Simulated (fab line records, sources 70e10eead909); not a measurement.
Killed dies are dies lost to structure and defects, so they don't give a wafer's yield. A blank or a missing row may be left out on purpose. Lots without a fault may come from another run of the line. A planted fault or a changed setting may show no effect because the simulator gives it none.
A struck lot beside a sound one | flow nand_harc | 14 steps out of a route of 1302
Sound: wafers L302.3, L302.4, L302.5. Struck: wafers L299.4, L299.5, L299.6. The cause comes at the end.
At each step with rows: each side's tool, then ch and its chambers, then its first start. Under that, the readings that differ: sound wafers | struck wafers | difference of the means | sigmas: that difference in standard deviations of wafers without a fault.
alike: readings whose means differ by less than 2 such deviations, and words and numbers that are the same on both sides. not compared: withheld readings, readings that some wafer has no value for, bounds like >300 that may hide the same value, and numbers for which the record gives no deviation and whose values overlap.
The two part at a step that has a row with sigmas, a row that says differs or no value, or rows on one side only. Numbers that don't overlap but have no deviation are shown without sigmas and don't part them. A reading that every wafer of one side lacks parts them only if that side has two wafers or more.

first, 8 steps without rows for these wafers: NHARC_A_STAIRCASE_HMDS_159 (time 30 s); NHARC_A_STAIRCASE_COAT_160; NHARC_A_STAIRCASE_SOFTBAKE_161 (time 170 s); NHARC_A_STAIRCASE_EBR_162; NHARC_A_STAIRCASE_EXPOSE_163 (exposes mask STAIR OPEN); NHARC_A_STAIRCASE_PEB_164 (peb time 130 s); NHARC_A_STAIRCASE_DEVELOP_165 (time 140 s); NHARC_A_STAIRCASE_HARDBAKE_167 (time 140 s).
NHARC_A_STAIRCASE_DESCUM_168: chemistry O2, time 3 s.
  sound on rie_diel-07 ch 0,1,3, day 25 01:38; struck on rie_diel-08 ch 0,1,2, day 23 08:25
  alike: drypump_motor_current_A, oes_product_au, rf_vpp_V, showerhead_plenum_p_Torr, throttle_valve_pct
  not compared: rf_hours_counter_h
NHARC_A_STAIRCASE_ETCH_169: etches the open film in CH3F/O2, target depth 50 nm, time 107.1 s.
  sound on rie_diel-07 ch 0,1,3, day 25 01:43; struck on rie_diel-08 ch 0,3, day 23 08:30
  alike: drypump_motor_current_A, oes_product_au, rf_vpp_V, showerhead_plenum_p_Torr, throttle_valve_pct
  not compared: rf_hours_counter_h
NHARC_A_STAIRCASE_ETCH_170: etches the open film in C4F6/O2, target depth 200 nm, time 66.667 s.
  sound on rie_diel-07 ch 0,2; struck on rie_diel-08 ch 0,1
  alike: drypump_motor_current_A, oes_product_au, rf_vpp_V, showerhead_plenum_p_Torr, throttle_valve_pct
  not compared: rf_hours_counter_h
NHARC_A_STAIRCASE_STRIP_171: strips in O2.
  sound on plasma_asher-01 ch 0,1, day 25 02:02; struck on plasma_asher-02 ch 0,1, day 23 09:19
  no value came back on the struck wafers for drypump_motor_current_A (A), heater_power_w (W); on the sound wafers drypump_motor_current_A (A) reads 5.29 5.62 5.64
  not compared: rf_hours_counter_h
then, 2 steps without rows for these wafers: NHARC_A_STAIRCASE_STRIP_172 (strips in SPM, time 900 s); NHARC_END_SORT_01.

WHERE THEY PART
Only at NHARC_A_STAIRCASE_STRIP_171, within this record.

WHY: what the simulator had put in
Skipped step whole: plasma_asher-02, from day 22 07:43 on, at NHARC_A_STAIRCASE_STRIP_171. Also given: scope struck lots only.
